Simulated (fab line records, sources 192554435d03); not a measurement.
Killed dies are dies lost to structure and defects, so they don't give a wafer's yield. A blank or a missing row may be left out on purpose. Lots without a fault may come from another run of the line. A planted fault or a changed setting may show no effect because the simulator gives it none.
Split-lot experiment | flow n5_finfet | 7 lots, 39 wafers read, on a route of 1938 steps

THE SPLIT
At N5_BEOL_M7_PECVD_70 (deposits SiO2 from TEOS/O2, target thk 20 nm, time 22.7 s), the setting time_s was moved away from the recipe's 22.7 s on 15 of the 39 wafers read, by +28.0% to +48.6%. The other wafers ran this setting at the recipe's value.

The reading is taken at the split's own step.

THE READING
SiO2_of_BEOL_M7_PECVD_70.thk_nm (the simulator's own value, which no gauge read), in nm, at N5_BEOL_M7_PECVD_70 (deposits SiO2 from TEOS/O2, target thk 20 nm, time 22.7 s). The file gives no usual value for it. The 24 wafers here that ran the recipe average 20.1 nm, standard deviation 0.22 nm.

wafer  | tool, chamber at the split | time_s as run, s | against the recipe | SiO2_of_BEOL_M7_PECVD_70.thk_nm, nm | against lot-mates on the recipe
L074.1 | pecvd-04, 0                | 31.02            | +36.7%             | 26.8                                | +6.9
L074.2 | pecvd-04, 1                | 22.7             | recipe             | 19.6                                | -
L074.3 | pecvd-04, 2,0              | 22.7             | recipe             | 20                                  | -
L074.4 | pecvd-04, 2,0              | 22.7             | recipe             | 20                                  | -
L074.5 | pecvd-04, 1                | 31.02            | +36.7%             | 27                                  | +7.1
L074.6 | pecvd-04, 2                | 31.02            | +36.7%             | 27.4                                | +7.5
L078.1 | pecvd-04, 0                | 22.7             | recipe             | 20                                  | -
L078.2 | pecvd-04, 0                | 29.05            | +28.0%             | 25.8                                | +5.5
L078.3 | pecvd-04, 0                | 29.05            | +28.0%             | 25.8                                | +5.5
L078.5 | pecvd-04, 0                | 29.05            | +28.0%             | 25.8                                | +5.5
L078.4 | pecvd-04, 0                | 22.7             | recipe             | 20.4                                | -
L078.6 | pecvd-04, 0                | 22.7             | recipe             | 20.6                                | -
L083.1 | pecvd-01, 0,1              | 22.7             | recipe             | 20                                  | -
L083.6 | pecvd-01, 0,1              | 22.7             | recipe             | 20                                  | -
L083.2 | pecvd-01, 1                | 32.34            | +42.5%             | 27.8                                | +7.7
L083.3 | pecvd-01, 2                | 32.34            | +42.5%             | 28                                  | +7.9
L083.4 | pecvd-01, 0                | 22.7             | recipe             | 20.2                                | -
L083.5 | pecvd-01, 2                | 32.34            | +42.5%             | 28.4                                | +8.3
L087.1 | pecvd-04, 1                | 22.7             | recipe             | 19.6                                | -
L087.2 | pecvd-04, 0,2,1,2,0        | 22.7             | recipe             | 20                                  | -
L087.3 | pecvd-04, 0,2,1,2,0        | 22.7             | recipe             | 20                                  | -
L087.4 | pecvd-04, 0,2,1,2,0        | 22.7             | recipe             | 20                                  | -
L087.5 | pecvd-04, 0,2,1,2,0        | 22.7             | recipe             | 20                                  | -
L087.6 | pecvd-04, 0,2,1,2,0        | 22.7             | recipe             | 20                                  | -
L088.1 | pecvd-02, 2                | 33.74            | +48.6%             | 29.2                                | +9.1
L088.2 | pecvd-02, 0                | 22.7             | recipe             | 20.2                                | -
L088.3 | pecvd-02, 1                | 22.7             | recipe             | 19.8                                | -
L088.4 | pecvd-02, 2                | 33.74            | +48.6%             | 29.8                                | +9.7
L088.5 | pecvd-02, 1                | 33.74            | +48.6%             | 29.6                                | +9.5
L088.6 | pecvd-02, 0                | 22.7             | recipe             | 20.4                                | -
L090.1 | pecvd-02, 0                | 29.48            | +29.9%             | 26                                  | +5.9
L090.2 | pecvd-02, 1                | 22.7             | recipe             | 20                                  | -
L090.4 | pecvd-02, 1                | 22.7             | recipe             | 20                                  | -
L090.3 | pecvd-02, 0                | 22.7             | recipe             | 20.2                                | -
L090.5 | pecvd-02, 0                | 29.48            | +29.9%             | 26.2                                | +6.1
L090.6 | pecvd-02, 1                | 29.48            | +29.9%             | 25.8                                | +5.7
L094.1 | pecvd-02, 0,1              | 22.7             | recipe             | 20                                  | -
L094.3 | pecvd-02, 0,1              | 22.7             | recipe             | 20                                  | -
L094.6 | pecvd-02, 2                | 22.7             | recipe             | 20.2                                | -
Where a row lists several chambers, the file gives one row for several wafers and doesn't say which wafer went through which chamber.

THE FIT
A straight line over all 39 wafers: SiO2_of_BEOL_M7_PECVD_70.thk_nm changes by +0.194 nm for each +1% of time_s; r = +1.00; the points scatter about the line by 0.25 nm.
The same after taking each lot's own level away (the mean of its wafers on the recipe; 39 wafers): +0.193 nm for each +1%; r = +1.00; scatter 0.21 nm.
On that fit, the largest move of time_s shifts the reading by 9.4 nm.
The lots' own levels span 19.87 to 20.33 nm, that is 2.1 times the standard deviation above.
So the lot-to-lot level changes the slope little: the two slopes agree.
Check: with one of the wafers moved furthest among these (+48.6%) left out of the fit, the line predicts +9.45 nm for it against its lot-mates. It came out at +9.07 nm against them.

OTHER SPLITS ON THESE WAFERS
These wafers also went through other splits before the reading. Each is held against what the fit with the lots' levels taken away leaves over:
other split on the same wafers    | wafers away from the commonest value | r with SiO2_of_BEOL_M7_PECVD_70.thk_nm (lot level and that fit taken away)
N5_BEOL_M1_HM_DEP_02 target_thk_a | 18                                   | -0.02
N5_BEOL_M4_DESCUM_33 time_s       | 9                                    | -0.14

THE FILE'S OWN FIT
SiO2_of_BEOL_M7_PECVD_70.thk_nm changes by +0.194 nm for each +1% of time_s, r = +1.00.
